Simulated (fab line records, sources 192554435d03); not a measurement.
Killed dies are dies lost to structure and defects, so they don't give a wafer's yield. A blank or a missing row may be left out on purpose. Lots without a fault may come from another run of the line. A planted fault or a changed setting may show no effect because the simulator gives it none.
Which tool did it? | flow n5_finfet | 13 lots, 35 wafers sampled, at 5 steps of a route of 1938

WHAT THE GAUGES READ, wafer by wafer
N5_BEOL_M14_RS_MEAS_54: measures by four-point-probe.
lot  | measured     | on            | M14_RS (ohm/sq)
L213 | day 12 04:28 | film_metro-02 | 0.0337 0.0337
L215 | day 12 15:25 | film_metro-02 | 0.0333 0.0332 0.0313
L218 | day 12 16:25 | film_metro-02 | 0.0318 0.0336
L216 | day 12 16:35 | film_metro-01 | 0.0341 0.0333
L217 | day 12 20:26 | film_metro-02 | 0.0313 0.0330
L221 | day 13 22:38 | film_metro-02 | 0.0330 0.0343 0.0332
L222 | day 14 05:37 | film_metro-02 | 0.0329 0.0336 0.0330
L224 | day 14 09:55 | film_metro-02 | 0.0329 0.0337 0.0324
L223 | day 15 00:40 | film_metro-02 | 0.0329 0.0327 0.0340
L225 | day 15 01:28 | film_metro-02 | 0.0337 0.0348 0.0317
L231 | day 16 12:16 | film_metro-02 | 0.0347 0.0336 0.0347
L232 | day 17 01:33 | film_metro-02 | 0.0336 0.0327 0.0335
L235 | day 17 01:37 | film_metro-01 | 0.0335 0.0329 0.0340

N5_BEOL_M15_OVL_MEAS_11.
lot  | measured     | on         | V14_OVL (nm)
L213 | day 12 05:14 | overlay-02 | -8 1
L215 | day 12 17:11 | overlay-02 | -2 4 10
L218 | day 12 17:13 | overlay-01 | 5 6
L216 | day 12 17:23 | overlay-01 | 3 -4
L217 | day 12 21:05 | overlay-02 | 4 -4
L221 | day 13 23:16 | overlay-02 | -10 0 -1
L222 | day 14 06:23 | overlay-02 | 8 -6 2
L224 | day 14 10:42 | overlay-02 | -5 -1 -4
L223 | day 15 01:26 | overlay-02 | 1 6 -2
L225 | day 15 02:07 | overlay-02 | -4 7 8
L231 | day 16 13:02 | overlay-02 | 0 -1 -5
L232 | day 17 02:12 | overlay-01 | -10 -7 -8
L235 | day 17 02:23 | overlay-01 | -5 4 9

N5_BEOL_M15_CD_MEAS_28: target cd 407.6 nm.
lot  | measured     | on        | cd_nm (nm)
L213 | day 12 06:41 | cd_sem-03 | 408.7 411.2
L215 | day 12 18:44 | cd_sem-02 | 405.7 408.1 411.0
L218 | day 12 18:47 | cd_sem-03 | 409.1 406.2
L216 | day 12 19:07 | cd_sem-01 | 408.8 408.1
L217 | day 12 22:38 | cd_sem-03 | 405.3 408.5
L221 | day 14 01:04 | cd_sem-03 | 408.6 415.9 411.7
L222 | day 14 07:49 | cd_sem-02 | 407.2 412.4 407.7
L224 | day 14 12:39 | cd_sem-02 | 410.8 407.8 407.6
L223 | day 15 02:53 | cd_sem-02 | 409.7 410.9 409.9
L225 | day 15 03:41 | cd_sem-02 | 409.6 406.5 410.7
L231 | day 16 14:49 | cd_sem-02 | 395.1 397.0 396.1
L232 | day 17 03:40 | cd_sem-03 | 407.9 408.9 404.1
L235 | day 17 03:56 | cd_sem-03 | 397.6 395.1 398.0

N5_BEOL_M15_INSPECT_30: inspects for defects (macro).
lot  | measured     | on                | raw_defect_count
L213 | day 12 06:44 | defect_inspect-01 | 4 3
L215 | day 12 18:47 | defect_inspect-02 | 2 2 2
L218 | day 12 18:50 | defect_inspect-01 | 2 3
L216 | day 12 19:10 | defect_inspect-01 | 1 2
L217 | day 12 22:41 | defect_inspect-02 | 3 1
L221 | day 14 01:08 | defect_inspect-01 | 6 4 4
L222 | day 14 07:53 | defect_inspect-01 | 2 2 4
L224 | day 14 12:42 | defect_inspect-01 | 3 5 2
L223 | day 15 02:56 | defect_inspect-02 | 0 3 3
L225 | day 15 03:44 | defect_inspect-02 | 2 2 0
L231 | day 16 14:53 | defect_inspect-02 | 3 1 1
L232 | day 17 03:43 | defect_inspect-02 | 2 2 1
L235 | day 17 03:59 | defect_inspect-02 | 1 1 1

WHICH TOOL RAN EACH LOT (tool, then ch and the chambers of the sampled wafers, then the start)
lot  | N5_BEOL_M15_PEB_26
L213 | litho_track-01 ch 0, day 12 06:34
L215 | litho_track-01 ch 0, day 12 18:38
L218 | litho_track-02 ch 0, day 12 18:40
L216 | litho_track-01 ch 0, day 12 18:59
L217 | litho_track-05 ch 0, day 12 22:31
L221 | litho_track-01 ch 0, day 14 00:58
L222 | litho_track-05 ch 0, day 14 07:43
L224 | litho_track-02 ch 0, day 14 12:32
L223 | litho_track-01 ch 0, day 15 02:46
L225 | litho_track-05 ch 0, day 15 03:34
L231 | litho_track-02 ch 0, day 16 14:43
L232 | litho_track-05 ch 0, day 17 03:33
L235 | litho_track-02 ch 0, day 17 03:49
- N5_BEOL_M15_PEB_26: peb time 90 s.

WHAT THE TOOLS THEMSELVES READ (means of the sampled wafers that have a number; where no wafer has one, the mark that the record gives instead)
N5_BEOL_M15_PEB_26.
lot  | tool           | heater_power_total_W (W) | plate_temp_C (C)
L213 | litho_track-01 | 172.4                    | 129.99
L215 | litho_track-01 | 172.7                    | 129.99
L218 | litho_track-02 | 171.9                    | 129.98
L216 | litho_track-01 | 172.8                    | 130.02
L217 | litho_track-05 | 171.8                    | 129.93
L221 | litho_track-01 | 172.8                    | 129.90
L222 | litho_track-05 | 172.0                    | 129.91
L224 | litho_track-02 | 173.0                    | 130.01
L223 | litho_track-01 | 173.4                    | 130.23
L225 | litho_track-05 | 172.6                    | 129.96
L231 | litho_track-02 | 167.2                    | 126.70
L232 | litho_track-05 | 172.3                    | 130.04
L235 | litho_track-02 | 167.4                    | 126.90

THE ANSWER, worked out from the rows above alone
Rule: what is usual is taken from the lots themselves. Put in order of their means at a reading, lots are off if they are a third of the lots or fewer, leave a main group of 4 or more, and stand apart from it by a gap of 3 or more times the standard deviation of the main group's means; of several such gaps the widest counts. A main group whose means are all the same, to the digits that the tables above print for the reading, isn't used. A lot without any number at a reading at which 4 lots or more have one is off too. The other lots that the step has rows for count as sound. The gauges are gone through in route order, then the tools' own readings, and for those a lot's mean is taken as printed above. The first step at which some lot is off is used, and at that step the reading that is off furthest; a lot without a number counts as furthest.
Off: L231, L235, at N5_BEOL_M15_CD_MEAS_28 (cd_nm). The main group: mean 408.8 nm, standard deviation 1.4.
A tool fits if, at a process step before that reading, it ran every lot that is off, and no sound lot after the first of them. The gauges at N5_BEOL_M15_CD_MEAS_28 aren't tried: what is off there is off at N5_BEOL_M15_PEB_26 too, on other tools, and a gauge's error can't cause that. One fits: litho_track-02 at N5_BEOL_M15_PEB_26. Its last sound lot is L224 (day 14 12:32), its first lot that is off L231 (day 16 14:43): a fault that began between those two fits.
The tool's own readings at N5_BEOL_M15_PEB_26 bear it out: on the lots that are off they differ by more than 5 times the standard deviation of the sound lots' means. heater_power_total_W reads 167.3 W there against 172.5 W on the sound lots; plate_temp_C reads 126.80 C there against 130.00 C on the sound lots.

WHAT THE SIMULATOR HAD PUT IN
Process parameter drift: litho_track-02, from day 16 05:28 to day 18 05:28, at N5_BEOL_M15_PEB_26. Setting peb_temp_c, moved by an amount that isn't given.
Lots struck among those shown: L231, L235. The rule above found the same.
